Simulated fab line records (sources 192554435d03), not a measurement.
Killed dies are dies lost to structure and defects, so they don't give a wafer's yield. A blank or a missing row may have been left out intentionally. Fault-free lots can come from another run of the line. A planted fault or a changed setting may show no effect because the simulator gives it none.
Which tool did it? + flow n5-finfet + 33 wafers from 11 lots sampled at 4 of the route's 1938 steps

WHAT THE GAUGES SHOWED, per wafer
N5_BEOL_M12_CD_MEAS_17: the cd target is 140 nm. Usual: 141.1 nm for cd-nm, sd 2.
| lot  | measured     | on        | cd-nm (nm)        | flag |
|------|--------------|-----------|-------------------|------|
| L879 | day 10 17:58 | cd-sem-02 | 140.1 139.2 143.5 |      |
| L880 | day 11 00:19 | cd-sem-03 | 144.1 140.4 138.7 |      |
| L881 | day 11 03:51 | cd-sem-02 | 138.9 139.6 137.6 |      |
| L883 | day 11 13:49 | cd-sem-03 | 141.6 141.2 139.6 |      |
| L882 | day 11 15:14 | cd-sem-02 | 138.3 141.1 136.6 |      |
| L884 | day 11 22:50 | cd-sem-02 | 142.1 141.5 143.6 |      |
| L890 | day 13 13:19 | cd-sem-01 | 141.0 141.7 140.7 |      |
| L894 | day 14 16:22 | cd-sem-01 | 140.3 139.4 138.9 |      |
| L897 | day 15 10:32 | cd-sem-01 | 141.9 141.9 141.6 |      |
| L900 | day 16 05:16 | cd-sem-03 | 135.8 139.1 137.5 |      |
| L899 | day 16 08:37 | cd-sem-01 | 141.5 141.0 138.0 |      |

EACH LOT AND THE TOOL THAT RAN IT (in order: tool; ch and the chambers of the sampled wafers; start)
| lot  | N5_BEOL_M11_ANNEAL_51            | N5_BEOL_M11_CMP_52            | N5_BEOL_M12_ETCH_59                |
|------|----------------------------------|-------------------------------|------------------------------------|
| L879 | rtp-anneal-01 ch 0, day 10 16:10 | cmp-01 ch 1,3, day 10 16:30   | rie-diel-04 ch 0,1,3, day 10 17:30 |
| L880 | rtp-anneal-02 ch 0, day 10 22:33 | cmp-02 ch 1,2,3, day 10 22:50 | rie-diel-04 ch 0,2,3, day 10 23:51 |
| L881 | rtp-anneal-01 ch 0, day 11 01:58 | cmp-03 ch 0,2, day 11 02:13   | rie-diel-06 ch 0,1, day 11 03:23   |
| L883 | rtp-anneal-01 ch 0, day 11 11:59 | cmp-02 ch 0,2, day 11 12:11   | rie-diel-05 ch 0,1,3, day 11 13:22 |
| L882 | rtp-anneal-01 ch 0, day 11 13:26 | cmp-02 ch 1,2,3, day 11 13:44 | rie-diel-06 ch 0,1,2, day 11 14:46 |
| L884 | rtp-anneal-01 ch 0, day 11 20:58 | cmp-01 ch 0,1,3, day 11 21:15 | rie-diel-04 ch 0,2,3, day 11 22:23 |
| L890 | rtp-anneal-02 ch 0, day 13 11:10 | cmp-02 ch 1,2,3, day 13 11:28 | rie-diel-06 ch 0,1,2, day 13 12:43 |
| L894 | rtp-anneal-01 ch 0, day 14 14:34 | cmp-01 ch 1,2,3, day 14 14:54 | rie-diel-04 ch 0,1,2, day 14 15:55 |
| L897 | rtp-anneal-01 ch 0, day 15 08:39 | cmp-01 ch 0,1,2, day 15 09:02 | rie-diel-05 ch 0,3, day 15 10:05   |
| L900 | rtp-anneal-02 ch 0, day 16 03:22 | cmp-01 ch 1,2, day 16 03:48   | rie-diel-05 ch 2,3, day 16 04:48   |
| L899 | rtp-anneal-01 ch 0, day 16 06:20 | cmp-03 ch 2,3, day 16 06:38   | rie-diel-04 ch 1,2,3, day 16 08:08 |
- N5_BEOL_M11_ANNEAL_51: time 90 s.
- N5_BEOL_M11_CMP_52: polishes, stops on SiCOH lowk, t overpolish 7 s, target thk 140 nm.
- N5_BEOL_M12_ETCH_59: etches BARC in N2/H2, target depth 89 nm, overetch 26.7 nm, time 67.9 s.

AS READ BY THE TOOLS THEMSELVES (means over the sampled wafers that have a number; for cases with no such wafer, the mark the record gives instead)
N5_BEOL_M11_ANNEAL_51. Usual: 226.08 for wafer_temp_C_max, sd 0.28.
| lot  | tool          | wafer_temp_C_max | flag |
|------|---------------|------------------|------|
| L879 | rtp-anneal-01 | 225.70           |      |
| L880 | rtp-anneal-02 | 226.38           |      |
| L881 | rtp-anneal-01 | 226.12           |      |
| L883 | rtp-anneal-01 | 226.11           |      |
| L882 | rtp-anneal-01 | 225.70           |      |
| L884 | rtp-anneal-01 | 225.85           |      |
| L890 | rtp-anneal-02 | 226.44           |      |
| L894 | rtp-anneal-01 | 225.93           |      |
| L897 | rtp-anneal-01 | 226.31           |      |
| L900 | rtp-anneal-02 | 226.27           |      |
| L899 | rtp-anneal-01 | 225.85           |      |

N5_BEOL_M11_CMP_52. Usual: barrier-field-endpoint-s 28.7 s, standard deviation 0.94; motor-current-A 6.2 A, standard deviation 0.67; overpolish-run-s 7.000 s, standard deviation 0.0094; time-to-endpoint-s 66 s, standard deviation 3.4.
| lot  | tool   | barrier-field-endpoint-s (s) | motor-current-A (A) | overpolish-run-s (s) | time-to-endpoint-s (s) | flag |
|------|--------|------------------------------|---------------------|----------------------|------------------------|------|
| L879 | cmp-01 | 28.6                         | 5.6                 | 7.000                | 65                     |      |
| L880 | cmp-02 | 28.4                         | 6.1                 | 7.011                | 64                     |      |
| L881 | cmp-03 | 28.9                         | 6.7                 | 6.995                | 69                     |      |
| L883 | cmp-02 | 27.4                         | 6.4                 | 6.992                | 63                     |      |
| L882 | cmp-02 | 28.6                         | 6.5                 | 6.994                | 69                     |      |
| L884 | cmp-01 | 28.4                         | 5.6                 | 7.004                | 64                     |      |
| L890 | cmp-02 | 27.9                         | 6.2                 | 7.004                | 63                     |      |
| L894 | cmp-01 | 29.0                         | 5.9                 | 6.992                | 66                     |      |
| L897 | cmp-01 | 28.3                         | 5.6                 | 7.010                | 67                     |      |
| L900 | cmp-01 | 27.8                         | 5.8                 | 7.008                | 63                     |      |
| L899 | cmp-03 | 29.9                         | 6.7                 | 7.011                | 66                     |      |

N5_BEOL_M12_ETCH_59. Usual: bias-w 150.1 W, standard deviation 0.47; drypump-motor-current-A 5.5 A, standard deviation 0.51; oes-product-au 0.66 a.u., standard deviation 0.067; rf-vpp-V 524.2 V, standard deviation 2.9; showerhead-plenum-p-Torr 2.55 Torr, standard deviation 0.11; throttle-valve-pct 17.98 %, standard deviation 0.22.
| lot  | tool        | bias-w (W) | drypump-motor-current-A (A) | oes-product-au (a.u.) | rf-vpp-V (V) | showerhead-plenum-p-Torr (Torr) | throttle-valve-pct (%) | flag |
|------|-------------|------------|-----------------------------|-----------------------|--------------|---------------------------------|------------------------|------|
| L879 | rie-diel-04 | 150.0      | 5.6                         | 0.62                  | 523.5        | 2.53                            | 17.99                  |      |
| L880 | rie-diel-04 | 150.6      | 5.7                         | 0.64                  | 523.7        | 2.54                            | 18.04                  |      |
| L881 | rie-diel-06 | 150.4      | 5.1                         | 0.62                  | 521.4        | 2.45                            | 17.95                  |      |
| L883 | rie-diel-05 | 150.5      | 5.8                         | 0.73                  | 525.8        | 2.60                            | 17.80                  |      |
| L882 | rie-diel-06 | 149.6      | 5.2                         | 0.61                  | 523.0        | 2.48                            | 18.10                  |      |
| L884 | rie-diel-04 | 150.0      | 5.7                         | 0.64                  | 523.7        | 2.54                            | 18.06                  |      |
| L890 | rie-diel-06 | 140.3      | 5.2                         | 0.60                  | 501.3        | 2.48                            | 18.13                  | OFF  |
| L894 | rie-diel-04 | 150.3      | 6.0                         | 0.70                  | 522.8        | 2.50                            | 17.92                  |      |
| L897 | rie-diel-05 | 149.9      | 6.1                         | 0.66                  | 526.9        | 2.65                            | 18.00                  |      |
| L900 | rie-diel-05 | 150.2      | 5.7                         | 0.71                  | 527.3        | 2.68                            | 17.79                  |      |
| L899 | rie-diel-04 | 150.1      | 5.7                         | 0.63                  | 521.6        | 2.46                            | 18.04                  |      |

THE ANSWER, worked out from the rows above alone
Rule: take the mean of a lot's wafers that have a number; if it is more than 3 standard deviations from the usual mean, the lot is off. A lot without any number at a reading at which 4 lots or more have one is off too. Any other lot the step has rows for is counted as sound. After the gauges, taken in route order, come the tools' own readings; for these a lot's mean is taken, as printed above. At the first step where some lot is off, the reading lying furthest off is the one used; lots without a number count as furthest.
Off at N5_BEOL_M12_ETCH_59 (bias-w): L890.
If a tool, at that step or one of the process steps before it, ran each lot that is off and ran no sound lot following the first of them, it fits. Undecided on this evidence; 2 tools fit (cmp-02 at N5_BEOL_M11_CMP_52, rie-diel-06 at N5_BEOL_M12_ETCH_59).

WHAT HAD BEEN PUT IN BY THE SIMULATOR
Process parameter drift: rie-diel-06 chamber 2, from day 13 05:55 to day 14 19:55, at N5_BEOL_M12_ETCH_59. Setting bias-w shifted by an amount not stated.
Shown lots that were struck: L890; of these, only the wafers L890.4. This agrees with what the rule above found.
